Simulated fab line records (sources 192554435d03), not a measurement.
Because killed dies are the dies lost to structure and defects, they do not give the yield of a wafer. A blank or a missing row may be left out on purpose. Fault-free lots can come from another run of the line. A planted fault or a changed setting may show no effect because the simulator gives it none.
Comparing a struck lot with a sound one || flow n5-finfet || 35 steps out of a route of 1938
Sound: these wafers, L562.3, L562.4, L562.5. Struck: wafer L568.4. (L568.5 of the same lot was not struck and is left out.) The cause comes at the end.
At each step with rows: each side's tool, then ch and its chambers, then its first start. Under that, the readings that differ: sound wafers || struck wafers || difference of the means || sigmas: that difference in standard deviations of wafers without a fault.
alike: readings whose means differ by less than 2 such deviations, and words and numbers that are the same on both sides. not compared: withheld readings, readings that some wafer has no value for, bounds like >300 that may hide the same value, and numbers for which the record gives no deviation and whose values overlap.
A row with sigmas, a row that says differs or no value, or rows on one side alone: a step with any of these is where the two part. Numbers that have no deviation but don't overlap get no sigmas and don't part them. A reading that every wafer of one side lacks parts them only if that side has two wafers or more.

first, 7 steps without rows for these wafers: N5_SD_EPI_P_SRD_25 (time 30 s); N5_SD_ACTIVATION_RTA_00 (time 0 s); N5_SD_ACTIVATION_LSA_01 (time 0.0008 s); N5_ILD0_LINER_00 (material SiNx, target thk 4 nm, pulse time 1 s, purge time 2 s); N5_ILD0_FCVD_FILL_01 (material SiO2 flowable, target thk 200 nm, time 328.3 s); N5_ILD0_CURE_02 (time 1800 s); N5_ILD0_CMP_03 (polishes, stops on SiNx, t overpolish 1.9 s, target thk 197.38 nm).
N5_ILD0_CMP_07: polishes SiO2 flowable, stops on poly-Si, t overpolish 1.18 s, target thk 138.88 nm.
  sound on cmp-04 ch 0,2,3, day 5 04:31; struck on cmp-04 ch 2, day 6 17:31
{"reading": "slurry-flow-ml-min", "sound": "149.9 150.1 149.5", "struck": 150.9, "difference": "+1.1", "sigmas": "+2"}
{"reading": "model.SiO2_flowable_of_ILD0_FCVD_FILL_01.thk-nm (nm)", "sound": "139.6 139 138", "struck": 134.8, "difference": -4.1, "sigmas": ""}
  alike: motor-current-A
  not compared: model.a-Si_of_DUMMY_GATE_CVD_03.thk-nm
N5_ILD0_THK_MEAS_08:
  sound on film-metro-02, day 5 04:47; struck on film-metro-01, day 6 17:46
{"reading": "thk-nm (nm)", "sound": "139.5 139.0 138.0", "struck": 133.9, "difference": -4.9, "sigmas": -4}
then, 23 steps without rows for these wafers: N5_ILD0_PRECLEAN_10 (cleans in NF3:NH3, afs cycles 5, time 20 s, sublimation time 60 s); N5_ILD0_ALD_15 (deposits SiNx, target thk 24 nm, pulse time 1 s, ald cycles 480); N5_ILD0_CMP_12 (polishes SiNx, stops on poly-Si, t overpolish 6 s, target thk 17.67 nm); N5_SDB_HM_DEP_00 (deposits SiNx from SiH4/NH3/N2, target thk 40 nm, time 35.3 s); N5_SDB_COAT_03 (time 60 s, resist thk 100 nm); N5_SDB_COAT_04 (time 60 s, resist thk 18 nm); N5_SDB_COAT_05 (resist thk 90 nm); N5_SDB_EBR_07; N5_SDB_SOFTBAKE_06 (time 60 s); N5_SDB_EXPOSE_08 (exposes mask SDB); N5_SDB_PEB_09 (peb time 60 s); N5_SDB_DEVELOP_10 (develop time 30 s); N5_SDB_DESCUM_16 (chemistry O2, time 7.9 s); N5_SDB_ETCH_17 (etches SiARC in CF4, target depth 23.4 nm, time 39 s); N5_SDB_ETCH_18 (etches SOC in N2/H2, target depth 100 nm, overetch 20 nm, time 150 s); N5_SDB_STRIP_19 (strips in N2/H2); N5_SDB_STRIP_21 (strips in CF4); N5_SDB_HM_OPEN_20 (chemistry CH3F/O2, target SiNx, stops on poly-Si, target depth 24 nm); N5_SDB_STRIP_22 (strips in N2/H2); N5_SDB_PRECLEAN_23 (cleans in dHF, time 30 s); N5_SDB_DUMMY_REMOVE_24 (chemistry TMAH, target poly-Si, stops on SiO2, target depth 142 nm, time 57 s, rinse time 30 s); N5_SDB_ETCH_25 (etches SiO2 in C4F6/O2, target depth 10 nm, time 3.3 s); N5_SDB_CUT_ETCH_26 (etches Si in HBr/Cl2/O2, target depth 129.6 nm, bt time 20 s, time 51.8 s).
N5_DUMMY_REMOVAL_HM_STRIP_01: strips SiNx in CH3F/O2, stops on poly-Si, target depth 4 nm, time 6.8 s.
  sound on rie-diel-04 ch 0,1, day 5 12:41; struck on rie-diel-04 ch 2, day 7 02:01
{"reading": "showerhead-plenum-p-Torr (Torr)", "sound": "2.10 2.02 2.10", "struck": 1.95, "difference": -0.12, "sigmas": -3}
  alike: bias-w, chamber-pressure-mTorr, drypump-motor-current-A, mfc-ar-sccm, oes-product-au, rf-vpp-V, throttle-valve-pct
  not compared: rf-hours-counter-h, model.a-Si_of_DUMMY_GATE_CVD_03.thk-nm
N5_MOL_CONTACT_COAG_WET_ETCH_116: etches the open film in SC1-inhibited, target depth 4.6 nm, rinse time 30 s.
  sound on wet-bench-01 ch 0,2,3, day 6 12:32; struck on wet-bench-04 ch 4, day 8 09:26
{"reading": "model.SiO2_flowable_of_ILD0_FCVD_FILL_01.thk-nm (nm)", "sound": "112.6 112 111.2", "struck": 108.8, "difference": -3.1, "sigmas": ""}
N5_PASSIVATION_PROBE_49:
  the record has rows for the sound wafers here (prober-01, day 13 17:46) and none for the struck ones

WHERE THEY PART
First at N5_ILD0_CMP_07; last, within this record, at N5_PASSIVATION_PROBE_49.

WHY: the cause the simulator had injected
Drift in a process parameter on cmp-04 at N5_ILD0_CMP_07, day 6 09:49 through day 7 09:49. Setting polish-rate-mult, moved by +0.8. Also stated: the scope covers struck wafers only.
